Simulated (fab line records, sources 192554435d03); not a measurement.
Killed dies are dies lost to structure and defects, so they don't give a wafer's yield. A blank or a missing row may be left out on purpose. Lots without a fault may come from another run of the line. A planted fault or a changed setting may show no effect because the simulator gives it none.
Problem report in the 8D (eight disciplines) form, filled by code | flow n5_finfet | the parts of the form that need people (team, actions taken, sign-off) are left out

1. THE PROBLEM
M3_ILD_THK at N5_BEOL_M3_THK_MEAS_01 reads a mean of 71.6 nm on 1 wafer of 1 lot; wafers without a fault read 79.0 nm with a standard deviation of 1.1. That is -6.7 standard deviations from the usual mean.
First seen on wafer L258.1, day 8 15:38, on film_metro-02. The record holds 27 wafers of 9 lots with a number at this step. Rule for "out", or "out of limits": more than 4 standard deviations from the usual mean. The other wafers with a number count as sound.

2. WHAT IT IS AND WHAT IT IS NOT
question                    | is               | is not
which readings at this step | M3_ILD_THK       | -
which lots                  | L258             | L254, L256, L257, L261, L269, L275, L276, L277
which wafers of those lots  | L258.1           | L258.2, L258.5
read on which gauges        | film_metro-02    | film_metro-01
when                        | from day 8 15:38 | up to then (11 sound wafers); but 15 sound wafers of L261, L269, L275, L276, L277 came after

3. SUSPECTS, AND WHAT RULES EACH OUT
Counting: a tool at a process step up to the reading stays a suspect if it ran every lot that is out. Sound lots after the first of them don't rule it out here, since some wafers of a struck lot are sound.
- the gauge at N5_BEOL_M3_THK_MEAS_01: kept. All the wafers that are out were read on film_metro-02, and no step on other tools shows them out.
- pvd_sputter-01 at N5_BEOL_M2_ANNEAL_93 (time 240 s): kept. It ran the lot that is out, L258 (day 8 14:02); its last sound lot up to then is L257 (day 8 09:59).
- pvd_sputter-01 at N5_BEOL_M2_SPUTTER_96 (material Cu, target thk 4.5 nm, time 8.29 s): kept. It ran the lot that is out, L258 (day 8 14:24); its last sound lot up to then is L257 (day 8 10:20).
- pecvd-01 at N5_BEOL_M3_ILD_DEP_00 (deposits SiOC from DEMS/O2, target thk 79 nm, time 15.3 s): kept. It ran the lot that is out, L258 (day 8 15:34); its last sound lot up to then is L257 (day 8 11:27).
Left after counting: pvd_sputter-01 at N5_BEOL_M2_ANNEAL_93, pvd_sputter-01 at N5_BEOL_M2_SPUTTER_96, pecvd-01 at N5_BEOL_M3_ILD_DEP_00, film_metro-02 at N5_BEOL_M3_THK_MEAS_01.

4. THE CAUSE (what the simulator had put in)
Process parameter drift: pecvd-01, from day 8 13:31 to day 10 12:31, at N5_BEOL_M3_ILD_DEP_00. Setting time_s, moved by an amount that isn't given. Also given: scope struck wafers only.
Counting left 4 suspects, and this tool is among them.

5. THE CHAIN OF EFFECTS, in route order
Each row: a reading whose mean over the struck wafers that have a number lies more than 3 standard deviations from the usual. Only readings for which the record gives a usual standard deviation are gone through. hours: the time from each lot's start at the first step in this table that gives one to its start at this step, as a median over the lots. sigmas: the change in usual standard deviations.
hours | step                   | reading    | usual   | on struck wafers | change | sigmas
0     | N5_BEOL_M3_THK_MEAS_01 | M3_ILD_THK | 79.0 nm | 71.6             | -7.4   | -6.7
Later measuring or inspecting steps at which every struck wafer that the step has a row for has a number for every such reading, and none has moved that far: N5_BEOL_M4_RC_MEAS_101.

6. WHAT WOULD HAVE CAUGHT IT SOONER
In this record the first reading out of limits at a measuring or inspecting step was taken at day 8 15:38, 2 hours after the fault began at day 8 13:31.
Of the tool readings at N5_BEOL_M3_ILD_DEP_00 for which the record gives a usual standard deviation, none was out on any struck wafer, so an alarm limit of 4 standard deviations on them would not have fired.
All the lots that are out (1) had begun N5_BEOL_M3_ILD_DEP_00 on pecvd-01 by day 8 15:38. A hold on the tool at that time would have spared none of them.
